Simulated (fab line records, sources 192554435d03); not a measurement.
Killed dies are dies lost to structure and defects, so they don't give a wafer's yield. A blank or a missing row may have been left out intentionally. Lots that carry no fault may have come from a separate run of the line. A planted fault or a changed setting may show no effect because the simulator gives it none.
fab line records -- flow n5_finfet -- part 1 of 2: steps 1 to 24 of 32
record: lots: 5, wafers: 15, last_day: 18
route steps=1938 shown TV_LITHO@1883 TV_OPEN@1887 PAD_METAL@1893 PASSIVATION@1897
lots that met no fault: from a run of the same line without faults
start_h: start of the lot's first displayed wafer, in hours after the record's first day -- wait_h: hours from the lot's prior step to this one -- " unchanged from the row above -- L1.1+2: a single row standing in for several wafers -- - either no value or no given start -- * or withheld: withheld -- < > ~ a bound
route shown NAME@n: names a module that has steps shown in the file, with the first one's number in the route -- usual: mean/standard deviation taken from wafers without a fault -- same: alike in all rows -- chamber/n: place in a boat -- sites: readings site by site -- _std_site: standard deviation of those values -- _edge_site: the outer-site mean with the inner-site mean subtracted -- radius_mm: how far each site lies from the wafer's centre -- mask NAME#n: copy n -- behind: tool/chamber where the wafer was last shaped -- hold: the reason the lot was held/the length of the hold in hours/how it ended -- device: which transistor (n, p or np) failed to switch -- end of line: at the end of the route, the tests of the same wafers -- for a step that has no rows: nothing shown but its recipe -- killed: count of dies lost to structure and defects at first sort (not the wafer's yield) -- map: a wafer's dies, x killed, . not, _ none there
set.NAME: the setting as run; set.NAME@STEP: as run at that earlier step -- model.NAME: the simulator's own value behind a step, which no gauge read
certain route steps with their lots: each step a table, each wafer a row
services: when a tool's chamber went out of use (start_h, in hours from the record's first day, below 0 if earlier), for how many hours, and the reason
== steps ==
step: N5_PASSIVATION_CD_MEAS_10
recipe: target_cd_nm: 3000, landing_energy_ev: 500, detector: se_inlens
usual: cd_nm: 2998.2/2.5
lot.wafer,tool,chamber,start_h,wait_h,cd_nm
L075.3,cd_sem-01,0,264.14,-,2995.2
L075.4,cd_sem-01,0,264.14,-,2997.5
L075.6,cd_sem-01,0,264.14,-,2996.8
L076.3,cd_sem-03,0,268.90,-,3001.0
L076.4,cd_sem-03,0,268.90,-,3004.0
L076.6,cd_sem-03,0,268.90,-,2999.3
L087.1,cd_sem-01,0,344.30,-,2994.6
L087.2,cd_sem-01,0,344.30,-,2996.5
L087.3,cd_sem-01,0,344.30,-,3000.5
L088.2,cd_sem-03,0,355.62,-,3000.2
L088.4,cd_sem-03,0,355.62,-,2995.0
L088.6,cd_sem-03,0,355.62,-,2996.7
L093.1,cd_sem-03,0,413.71,-,2997.5
L093.2,cd_sem-03,0,413.71,-,2998.7
L093.4,cd_sem-03,0,413.71,-,2999.6
step: N5_PASSIVATION_OVL_MEAS_60
recipe: points_per_wafer: 44
usual: TV_OVL: -1/6.1
lot.wafer,tool,chamber,start_h,wait_h,TV_OVL[nm]
L075.3,overlay-01,0,264.17,0.0,-4
L075.4,overlay-01,0,264.17,0.0,-7
L075.6,overlay-01,0,264.17,0.0,-9
L076.3,overlay-01,0,268.93,0.0,-4
L076.4,overlay-01,0,268.93,0.0,-19
L076.6,overlay-01,0,268.93,0.0,-12
L087.1,overlay-01,0,344.33,0.0,-1
L087.2,overlay-01,0,344.33,0.0,-9
L087.3,overlay-01,0,344.33,0.0,3
L088.2,overlay-02,0,355.65,0.0,-3
L088.4,overlay-02,0,355.65,0.0,-2
L088.6,overlay-02,0,355.65,0.0,-4
L093.1,overlay-02,0,413.74,0.0,-2
L093.2,overlay-02,0,413.74,0.0,-1
L093.4,overlay-02,0,413.74,0.0,-4
step: N5_PASSIVATION_INSPECT_61
recipe: mode: adi, inspect_instrument: macro
usual: raw_defect_count: 2.2/1.4
lot.wafer,tool,chamber,start_h,wait_h,raw_defect_count
L075.3,defect_inspect-01,-,264.19,0.0,1
L075.4,defect_inspect-01,-,264.19,0.0,4
L075.6,defect_inspect-01,-,264.19,0.0,2
L076.3,defect_inspect-02,-,268.96,0.0,5
L076.4,defect_inspect-02,-,268.96,0.0,1
L076.6,defect_inspect-02,-,268.96,0.0,4
L087.1,defect_inspect-02,-,344.35,0.0,4
L087.2,defect_inspect-02,-,344.35,0.0,1
L087.3,defect_inspect-02,-,344.35,0.0,3
L088.2,defect_inspect-02,-,355.67,0.0,2
L088.4,defect_inspect-02,-,355.67,0.0,2
L088.6,defect_inspect-02,-,355.67,0.0,3
L093.1,defect_inspect-02,-,413.76,0.0,2
L093.2,defect_inspect-02,-,413.76,0.0,0
L093.4,defect_inspect-02,-,413.76,0.0,3
step: N5_PASSIVATION_DESCUM_12
recipe: chemistry: O2, time_s: 7.9, source_power_w: 50, bias_power_w: 20, pressure_mtorr: 20, rf_frequency_hz: 2.712e+07, temp_c: 40, o2_flow_sccm: 225
usual: drypump_motor_current_A: 5.5/0.51, oes_product_au: 0.78/0.069, rf_vpp_V: 243.1/1.2, showerhead_plenum_p_Torr: 2.09/0.056, throttle_valve_pct: 20.48/0.24
lot.wafer,tool,chamber,start_h,wait_h,drypump_motor_current_A,oes_product_au,rf_hours_counter_h,rf_vpp_V,showerhead_plenum_p_Torr,throttle_valve_pct
L075.3,rie_diel-02,0,264.22,0.0,5.3,0.70,229,243.5,2.07,20.70
L075.4,rie_diel-02,3,264.22,0.0,4.9,0.72,194,245.0,2.17,20.34
L075.6,rie_diel-02,1,264.22,0.0,5.7,0.76,-,243.3,2.08,20.38
L076.3,rie_diel-02,2,269.47,0.5,6.4,0.90,35,243.0,2.14,20.45
L076.4,rie_diel-02,1,269.47,0.5,5.7,0.76,168,244.5,2.08,20.38
L076.6,rie_diel-02,3,269.47,0.5,5.0,0.73,-,244.3,2.17,20.35
L087.1,rie_diel-02,3,344.38,0.0,5.0,0.71,215,245.0,2.17,20.38
L087.2,rie_diel-02,0,344.38,0.0,5.3,0.68,250,241.2,2.06,20.74
L087.3,rie_diel-02,2,344.38,0.0,6.3,0.87,55,242.2,2.13,20.46
L088.2,rie_diel-04,1,355.71,0.0,6.1,0.71,218,244.7,2.17,20.51
L088.4,rie_diel-04,0,355.71,0.0,5.1,0.76,142,243.2,2.08,20.42
L088.6,rie_diel-04,1,355.71,0.0,6.1,0.70,-,244.5,2.17,20.51
L093.1,rie_diel-06,2,414.27,0.5,5.8,0.69,226,241.9,2.08,20.92
L093.2,rie_diel-06,1,414.27,0.5,5.6,0.70,237,244.2,2.15,20.74
L093.4,rie_diel-06,3,414.27,0.5,6.3,0.83,69,243.4,2.03,20.32
step: N5_PASSIVATION_PASS_ETCH_74
recipe: chemistry: CF4/O2, target: SiNx, target_depth_a: 2200, time_s: 110, ion_energy_ev: 100, pressure_mtorr: 40, source_w: 535, bias_w: 49, Ar_flow_sccm: 100, cf4_flow_sccm: 100, O2_flow_sccm: 10
usual: drypump_motor_current_A: 5.5/0.51, oes_product_au: 0.78/0.065, rf_vpp_V: 241/4.7, showerhead_plenum_p_Torr: 2.20/0.051, throttle_valve_pct: 16.02/0.22
lot.wafer,tool,chamber,start_h,wait_h,drypump_motor_current_A,oes_product_au,rf_hours_counter_h,rf_vpp_V,showerhead_plenum_p_Torr,throttle_valve_pct
L075.3,rie_diel-02,0,264.29,0.0,5.3,0.68,229,239,2.17,16.25
L075.4,rie_diel-02,3,264.29,0.0,5.0,0.72,194,241,2.28,15.88
L075.6,rie_diel-02,1,264.29,0.0,5.7,0.76,-,238,2.20,16.01
L076.3,rie_diel-02,2,269.53,0.0,6.4,0.90,35,241,2.26,15.95
L076.4,rie_diel-02,1,269.53,0.0,5.7,0.77,168,239,2.20,16.02
L076.6,rie_diel-02,3,269.53,0.0,5.0,0.73,-,242,2.28,15.87
L087.1,rie_diel-02,3,344.45,0.0,4.9,0.70,216,243,2.27,15.90
L087.2,rie_diel-02,0,344.45,0.0,5.3,0.66,250,238,2.17,16.28
L087.3,rie_diel-02,2,344.45,0.0,6.3,0.85,55,243,2.25,15.99
L088.2,rie_diel-04,1,355.78,0.0,6.1,0.72,218,242,2.28,16.06
L088.4,rie_diel-04,0,355.78,0.0,5.1,0.75,142,237,2.21,16.05
L088.6,rie_diel-04,1,355.78,0.0,6.1,0.71,-,243,2.28,16.04
L093.1,rie_diel-06,2,414.33,0.0,5.8,0.69,226,243,2.17,16.36
L093.2,rie_diel-06,1,414.33,0.0,5.5,0.70,237,238,2.27,16.37
L093.4,rie_diel-06,3,414.33,0.0,6.2,0.83,69,239,2.14,15.83
step: N5_PASSIVATION_VIA_ETCH_13
recipe: chemistry: CHF3/O2, target: SiO2, target_depth_a: 6600, CHF3_flow_sccm: 50, O2_flow_sccm: 5, Ar_flow_sccm: 200, time_s: 330, mask_material: PR, pressure_mtorr: 30, source_w: 650, bias_w: 170, ion_energy_ev: 200, ends: cleared
usual: CHF3_flow_sccm: 50.01/0.14, drypump_motor_current_A: 5.5/0.51, etch_rf_on_time_s: 236/5.1, oes_product_au: 0.70/0.06, rf_vpp_V: 524/9.9, showerhead_plenum_p_Torr: 2.41/0.057, throttle_valve_pct: 18.92/0.2
lot.wafer,tool,chamber,start_h,wait_h,CHF3_flow_sccm,drypump_motor_current_A,etch_rf_on_time_s,oes_product_au,rf_hours_counter_h,rf_vpp_V,showerhead_plenum_p_Torr,throttle_valve_pct
L075.3,rie_diel-02,0,264.38,0.0,49.83,5.3,240,0.61,229,519,2.37,19.10
L075.4,rie_diel-02,3,264.38,0.0,50.09,5.0,245,0.66,194,527,2.50,18.80
L075.6,rie_diel-02,1,264.38,0.0,49.88,5.7,236,0.69,-,517,2.39,18.78
L076.3,rie_diel-02,2,269.62,0.0,50.12,6.3,234,0.81,35,527,2.47,18.91
L076.4,rie_diel-02,1,269.62,0.0,49.93,5.7,240,0.69,168,517,2.39,18.78
L076.6,rie_diel-02,3,269.62,0.0,50.35,4.9,248,0.65,-,528,2.50,18.81
L087.1,rie_diel-02,3,344.54,0.0,49.72,4.9,244,0.64,216,528,2.49,18.84
L087.2,rie_diel-02,0,344.54,0.0,49.86,5.3,243,0.60,250,519,2.37,19.15
L087.3,rie_diel-02,2,344.54,0.0,49.92,6.4,233,0.78,55,527,2.47,18.93
L088.2,rie_diel-04,1,355.87,0.0,50.27,6.1,240,0.64,218,525,2.49,18.92
L088.4,rie_diel-04,0,355.87,0.0,49.89,5.1,237,0.68,142,517,2.41,18.94
L088.6,rie_diel-04,1,355.87,0.0,49.96,6.1,242,0.64,-,523,2.49,18.91
L093.1,rie_diel-06,2,414.42,0.0,50.08,5.8,240,0.62,226,528,2.37,19.21
L093.2,rie_diel-06,1,414.42,0.0,50.04,5.5,231,0.63,237,519,2.48,19.19
L093.4,rie_diel-06,3,414.42,0.0,50.03,6.2,230,0.75,69,521,2.35,18.80
step: N5_PASSIVATION_STRIP_14
recipe: chemistry: O2, power_w: 600, temp_c: 60, pressure_mtorr: 30, rf_frequency_hz: 6e+07, bias_power_w: 0, overash_fraction: 0.5, o2_flow_sccm: 225
usual: drypump_motor_current_A: 5.5/0.51, oes_product_au: 0.78/0.069, rf_vpp_V: 3.7/0.89, showerhead_plenum_p_Torr: 2.10/0.056, throttle_valve_pct: 16.72/0.24
same: overash_fraction: 0.5
lot.wafer,tool,chamber,start_h,wait_h,drypump_motor_current_A,oes_product_au,rf_hours_counter_h,rf_vpp_V,showerhead_plenum_p_Torr,throttle_valve_pct
L075.3,rie_diel-02,0,264.58,0.1,5.3,0.71,229,3.9,2.07,16.97
L075.4,rie_diel-02,3,264.58,0.1,4.9,0.73,194,4.0,2.18,16.62
L075.6,rie_diel-02,1,264.58,0.1,5.7,0.76,-,4.6,2.09,16.65
L076.3,rie_diel-02,2,269.82,0.1,6.4,0.89,35,2.9,2.15,16.61
L076.4,rie_diel-02,1,269.82,0.1,5.8,0.75,168,3.9,2.09,16.64
L076.6,rie_diel-02,3,269.82,0.1,5.0,0.72,-,4.6,2.18,16.63
L087.1,rie_diel-02,3,344.74,0.1,4.9,0.70,216,4.2,2.17,16.65
L087.2,rie_diel-02,0,344.74,0.1,5.3,0.68,250,3.2,2.07,17.00
L087.3,rie_diel-02,2,344.74,0.1,6.4,0.86,55,2.8,2.14,16.64
L088.2,rie_diel-04,1,356.07,0.1,6.2,0.71,218,4.4,2.18,16.79
L088.4,rie_diel-04,0,356.07,0.1,5.1,0.75,142,3.9,2.09,16.66
L088.6,rie_diel-04,1,356.07,0.1,6.1,0.71,-,4.5,2.18,16.77
L093.1,rie_diel-06,2,414.62,0.1,5.8,0.69,227,2.5,2.09,17.13
L093.2,rie_diel-06,1,414.62,0.1,5.5,0.70,237,2.8,2.16,16.98
L093.4,rie_diel-06,3,414.62,0.1,6.3,0.83,69,5.4,2.03,16.52
step: N5_PASSIVATION_ETCH_15
recipe: chemistry: CF4/N2, target: SiCN, target_depth_a: 750, taper_deg: 2, time_s: 81.2, ion_energy_ev: 150, mask_material: SiNx, pressure_mtorr: 40, source_w: 430, bias_w: 70, Ar_flow_sccm: 100, cf4_flow_sccm: 60, n2_flow_sccm: 60
usual: drypump_motor_current_A: 5.5/0.51, n2_flow_sccm: 60.01/0.18, oes_product_au: 0.78/0.065, rf_vpp_V: 382.1/1.4, showerhead_plenum_p_Torr: 2.20/0.051, throttle_valve_pct: 15.47/0.21
lot.wafer,tool,chamber,start_h,wait_h,drypump_motor_current_A,n2_flow_sccm,oes_product_au,rf_hours_counter_h,rf_vpp_V,showerhead_plenum_p_Torr,throttle_valve_pct
L075.3,rie_diel-02,0,-,-,5.3,60.03,0.68,229,381.7,2.17,15.71
L075.4,rie_diel-02,3,-,-,5.0,60.08,0.72,194,384.3,2.29,15.37
L075.6,rie_diel-02,1,-,-,5.7,59.90,0.76,-,381.0,2.20,15.44
L076.3,rie_diel-02,2,-,-,6.3,60.16,0.89,35,383.4,2.26,15.40
L076.4,rie_diel-02,1,-,-,5.7,59.70,0.76,168,381.8,2.20,15.42
L076.6,rie_diel-02,3,-,-,5.0,59.92,0.72,-,385.1,2.28,15.37
L087.1,rie_diel-02,3,-,-,5.0,60.29,0.71,216,383.0,2.28,15.43
L087.2,rie_diel-02,0,-,-,5.3,60.11,0.65,250,381.5,2.17,15.74
L087.3,rie_diel-02,2,-,-,6.4,60.13,0.86,55,382.7,2.25,15.44
L088.2,rie_diel-04,1,-,-,6.1,60.11,0.72,218,385.2,2.28,15.50
L088.4,rie_diel-04,0,-,-,5.1,60.02,0.76,142,383.1,2.21,15.50
L088.6,rie_diel-04,1,-,-,6.1,59.93,0.72,-,382.4,2.28,15.50
L093.1,rie_diel-06,2,-,-,5.8,60.25,0.70,227,381.4,2.17,15.80
L093.2,rie_diel-06,1,-,-,5.5,59.95,0.71,237,384.8,2.27,15.80
L093.4,rie_diel-06,3,-,-,6.2,59.97,0.84,69,380.6,2.15,15.28
step: N5_PASSIVATION_STRIP_73
recipe: chemistry: post_etch_residue_remover, time_s: 60, temp_c: 25, remover_ph: withheld, remover_water_wt_pct: withheld, remover_fluoride_wt_pct: withheld
lot.wafer,tool,chamber,start_h,wait_h
L075.3+4+6,wet_bench-03,"0,3,2",264.74,-
L076.3+4+6,wet_bench-03,"3,0,5",269.98,-
L087.1+2+3,wet_bench-03,"4,1,3",344.90,-
L088.2+4+6,wet_bench-02,"1,3,7",356.22,-
L093.1+2+4,wet_bench-02,"2,1,0",414.78,-
step: N5_PASSIVATION_SRD_17
recipe: time_s: 30, temp_c: 23, rinse_liquid: diw, dry: n2_spin, spin_rpm: 1500, dry_time_s: 30
lot.wafer,tool,chamber,start_h,wait_h
L075.3+4+6,wet_bench-03,"0,3,2",264.75,0.0
L076.3+4+6,wet_bench-03,"3,0,5",270.00,0.0
L087.1+2+3,wet_bench-03,"4,1,3",344.92,0.0
L088.2+4+6,wet_bench-02,"1,3,7",356.24,0.0
L093.1+2+4,wet_bench-02,"2,1,0",414.80,0.0
step: N5_PASSIVATION_DEGAS_18
recipe: ambient: vacuum, temp_c: 300, time_s: 60
usual: heater_power_w: 459/33, susceptor_temp_C: 299.98/0.17
lot.wafer,tool,chamber,start_h,wait_h,heater_power_w,susceptor_temp_C
L075.3,pvd_sputter-02,-,265.22,0.4,438,299.90
L075.4,pvd_sputter-02,-,265.22,0.4,437,300.11
L075.6,pvd_sputter-02,-,265.22,0.4,494,300.20
L076.3,pvd_sputter-01,-,271.89,1.9,426,300.06
L076.4,pvd_sputter-01,-,271.89,1.9,443,300.38
L076.6,pvd_sputter-01,-,271.89,1.9,441,300.13
L087.1,pvd_sputter-01,-,345.59,0.7,448,299.95
L087.2,pvd_sputter-01,-,345.59,0.7,446,299.78
L087.3,pvd_sputter-01,-,345.59,0.7,468,299.86
L088.2,pvd_sputter-02,-,357.05,0.8,435,300.04
L088.4,pvd_sputter-02,-,357.05,0.8,508,300.02
L088.6,pvd_sputter-02,-,357.05,0.8,496,299.86
L093.1,pvd_sputter-01,-,415.20,0.4,454,300.06
L093.2,pvd_sputter-01,-,415.20,0.4,432,299.86
L093.4,pvd_sputter-01,-,415.20,0.4,462,300.22
step: N5_PASSIVATION_PRE_CLEAN_19
recipe: gas: H2/He, time_s: *, temp_c: *
usual: heater_power_w: 459/34, susceptor_temp_C: *
lot.wafer,tool,chamber,start_h,wait_h,heater_power_w,susceptor_temp_C
L075.3,pvd_sputter-02,-,265.26,0.0,440,*
L075.4,pvd_sputter-02,-,265.26,0.0,431,*
L075.6,pvd_sputter-02,-,265.26,0.0,497,*
L076.3,pvd_sputter-01,-,271.93,0.0,420,*
L076.4,pvd_sputter-01,-,271.93,0.0,444,*
L076.6,pvd_sputter-01,-,271.93,0.0,437,*
L087.1,pvd_sputter-01,-,345.64,0.0,441,*
L087.2,pvd_sputter-01,-,345.64,0.0,450,*
L087.3,pvd_sputter-01,-,345.64,0.0,469,*
L088.2,pvd_sputter-02,-,357.09,0.0,431,*
L088.4,pvd_sputter-02,-,357.09,0.0,488,*
L088.6,pvd_sputter-02,-,357.09,0.0,509,*
L093.1,pvd_sputter-01,-,415.24,0.0,443,*
L093.2,pvd_sputter-01,-,415.24,0.0,423,*
L093.4,pvd_sputter-01,-,415.24,0.0,458,*
step: N5_PASSIVATION_SPUTTER_20
recipe: material: TaN, target_thk_a: 500, temp_c: 25, chamber_pressure_pa: 0.4
usual: susceptor_temp_C: 25.02/0.1, throttle_valve_pct: 30.7/1.2
lot.wafer,tool,chamber,start_h,wait_h,susceptor_temp_C,throttle_valve_pct
L075.3,pvd_sputter-02,-,265.30,0.0,25.00,31.8
L075.4,pvd_sputter-02,-,265.30,0.0,25.13,30.0
L075.6,pvd_sputter-02,-,265.30,0.0,24.98,30.0
L076.3,pvd_sputter-01,-,271.97,0.0,25.15,30.9
L076.4,pvd_sputter-01,-,271.97,0.0,24.95,30.8
L076.6,pvd_sputter-01,-,271.97,0.0,24.97,32.4
L087.1,pvd_sputter-01,-,345.68,0.0,25.11,31.0
L087.2,pvd_sputter-01,-,345.68,0.0,24.84,32.6
L087.3,pvd_sputter-01,-,345.68,0.0,24.96,31.2
L088.2,pvd_sputter-02,-,357.13,0.0,25.20,30.1
L088.4,pvd_sputter-02,-,357.13,0.0,24.75,29.5
L088.6,pvd_sputter-02,-,357.13,0.0,25.05,29.9
L093.1,pvd_sputter-01,-,415.28,0.0,25.07,31.2
L093.2,pvd_sputter-01,-,415.28,0.0,25.05,31.2
L093.4,pvd_sputter-01,-,415.28,0.0,24.96,31.4
step: N5_PASSIVATION_AL_DEP_21
recipe: material: Al, target_thk_a: 28000, temp_c: 400, time_s: 170, power_w: 30000, chamber_pressure_pa: 0.4, gas: Ar
usual: susceptor_temp_C: 399.99/0.25, throttle_valve_pct: 30.7/1.2
lot.wafer,tool,chamber,start_h,wait_h,susceptor_temp_C,throttle_valve_pct
L075.3,pvd_sputter-02,-,265.40,0.1,400.31,31.5
L075.4,pvd_sputter-02,-,265.40,0.1,400.06,30.0
L075.6,pvd_sputter-02,-,265.40,0.1,400.01,29.8
L076.3,pvd_sputter-01,-,272.07,0.1,399.66,31.1
L076.4,pvd_sputter-01,-,272.07,0.1,399.97,30.7
L076.6,pvd_sputter-01,-,272.07,0.1,399.78,32.8
L087.1,pvd_sputter-01,-,345.79,0.1,399.74,31.1
L087.2,pvd_sputter-01,-,345.79,0.1,399.84,32.6
L087.3,pvd_sputter-01,-,345.79,0.1,400.03,31.4
L088.2,pvd_sputter-02,-,357.23,0.1,400.29,30.1
L088.4,pvd_sputter-02,-,357.23,0.1,400.32,30.0
L088.6,pvd_sputter-02,-,357.23,0.1,399.92,29.7
L093.1,pvd_sputter-01,-,415.38,0.1,399.92,31.1
L093.2,pvd_sputter-01,-,415.38,0.1,400.21,31.1
L093.4,pvd_sputter-01,-,415.38,0.1,399.91,31.4
step: N5_PASSIVATION_HMDS_23
recipe: time_s: 60, temp_c: 120
lot.wafer,tool,chamber,start_h,wait_h
L075.3+4+6,litho_track-03,0,265.59,0.1
L076.3+4+6,litho_track-03,0,272.28,0.1
L087.1+2+3,litho_track-04,0,346.00,0.1
L088.2+4+6,litho_track-03,0,357.42,0.1
L093.1+2+4,litho_track-02,0,415.56,0.1
step: N5_PASSIVATION_COAT_24
recipe: spin_rpm: 3000, resist_thk_nm: withheld
lot.wafer,tool,chamber,start_h,wait_h
L075.3+4+6,litho_track-03,0,-,-
L076.3+4+6,litho_track-03,0,-,-
L087.1+2+3,litho_track-04,0,-,-
L088.2+4+6,litho_track-03,0,-,-
L093.1+2+4,litho_track-02,0,-,-
step: N5_PASSIVATION_EBR_26
recipe: solvent: PGMEA, ebr_width_mm: 1.5
lot.wafer,tool,chamber,start_h,wait_h
L075.3+4+6,litho_track-03,0,-,-
L076.3+4+6,litho_track-03,0,-,-
L087.1+2+3,litho_track-04,0,-,-
L088.2+4+6,litho_track-03,0,-,-
L093.1+2+4,litho_track-02,0,-,-
step: N5_PASSIVATION_SOFTBAKE_25
recipe: temp_c: 100, time_s: 90
lot.wafer,tool,chamber,start_h,wait_h
L075.3+4+6,litho_track-03,0,-,-
L076.3+4+6,litho_track-03,0,-,-
L087.1+2+3,litho_track-04,0,-,-
L088.2+4+6,litho_track-03,0,-,-
L093.1+2+4,litho_track-02,0,-,-
step: N5_PASSIVATION_EXPOSE_27
recipe: mask_id: PAD, na: 0.55, source_shape: conventional, sigma_outer: 0.8, polarization: unpolarized, defocus_nm: 0, dose_mj: 32.3
lot.wafer,tool,chamber,start_h,wait_h,mask
L075.3+4+6,krf_scanner-01,0,265.71,-,PAD#0
L076.3+4+6,krf_scanner-01,0,272.39,-,PAD#0
L087.1+2+3,krf_scanner-01,0,346.23,-,PAD#0
L088.2+4+6,krf_scanner-01,0,357.66,-,PAD#0
L093.1+2+4,krf_scanner-02,0,415.67,-,PAD#0
step: N5_PASSIVATION_PEB_28
recipe: peb_temp_c: withheld, peb_time_s: *
lot.wafer,tool,chamber,start_h,wait_h
L075.3+4+6,litho_track-03,0,265.75,0.0
L076.3+4+6,litho_track-04,0,272.44,0.0
L087.1+2+3,litho_track-04,0,346.29,0.1
L088.2+4+6,litho_track-03,0,357.71,0.0
L093.1+2+4,litho_track-02,0,415.73,0.1
step: N5_PASSIVATION_DEVELOP_29
recipe: develop_time_s: 60, rinse_liquid: diw, dry: air_spin, dev_temp_c: 21
lot.wafer,tool,chamber,start_h,wait_h
L075.3+4+6,litho_track-03,0,-,-
L076.3+4+6,litho_track-04,0,-,-
L087.1+2+3,litho_track-04,0,-,-
L088.2+4+6,litho_track-03,0,-,-
L093.1+2+4,litho_track-02,0,-,-
step: N5_PASSIVATION_HARDBAKE_31
recipe: temp_c: 130, time_s: 120
lot.wafer,tool,chamber,start_h,wait_h
L075.3+4+6,litho_track-03,0,-,-
L076.3+4+6,litho_track-04,0,-,-
L087.1+2+3,litho_track-04,0,-,-
L088.2+4+6,litho_track-03,0,-,-
L093.1+2+4,litho_track-02,0,-,-
step: N5_PASSIVATION_CD_MEAS_30
recipe: target_cd_nm: 4000, landing_energy_ev: 500, detector: se_inlens, polarity: opening
usual: cd_nm: 4000.5/1.8
lot.wafer,tool,chamber,start_h,wait_h,cd_nm
L075.3,cd_sem-01,0,265.87,-,4002.6
L075.4,cd_sem-01,0,265.87,-,3997.5
L075.6,cd_sem-01,0,265.87,-,4001.9
L076.3,cd_sem-03,0,272.56,-,3998.5
L076.4,cd_sem-03,0,272.56,-,4001.8
L076.6,cd_sem-03,0,272.56,-,4001.2
L087.1,cd_sem-01,0,346.41,-,3997.0
L087.2,cd_sem-01,0,346.41,-,3999.2
L087.3,cd_sem-01,0,346.41,-,3995.2
L088.2,cd_sem-03,0,357.83,-,4000.1
L088.4,cd_sem-03,0,357.83,-,4001.5
L088.6,cd_sem-03,0,357.83,-,4000.1
L093.1,cd_sem-01,0,415.85,-,4001.8
L093.2,cd_sem-01,0,415.85,-,4001.4
L093.4,cd_sem-01,0,415.85,-,4002.6
step: N5_PASSIVATION_OVL_MEAS_63
recipe: points_per_wafer: 44
usual: PAD_OVL: -3/5.4
lot.wafer,tool,chamber,start_h,wait_h,PAD_OVL[nm]
L075.3,overlay-01,0,265.90,0.0,2
L075.4,overlay-01,0,265.90,0.0,-9
L075.6,overlay-01,0,265.90,0.0,-5
L076.3,overlay-01,0,272.59,0.0,-9
L076.4,overlay-01,0,272.59,0.0,2
L076.6,overlay-01,0,272.59,0.0,-3
L087.1,overlay-02,0,346.44,0.0,-10
L087.2,overlay-02,0,346.44,0.0,-3
L087.3,overlay-02,0,346.44,0.0,-2
L088.2,overlay-02,0,357.86,0.0,-9
L088.4,overlay-02,0,357.86,0.0,-9
L088.6,overlay-02,0,357.86,0.0,-14
L093.1,overlay-01,0,415.88,0.0,-3
L093.2,overlay-01,0,415.88,0.0,3
L093.4,overlay-01,0,415.88,0.0,-4
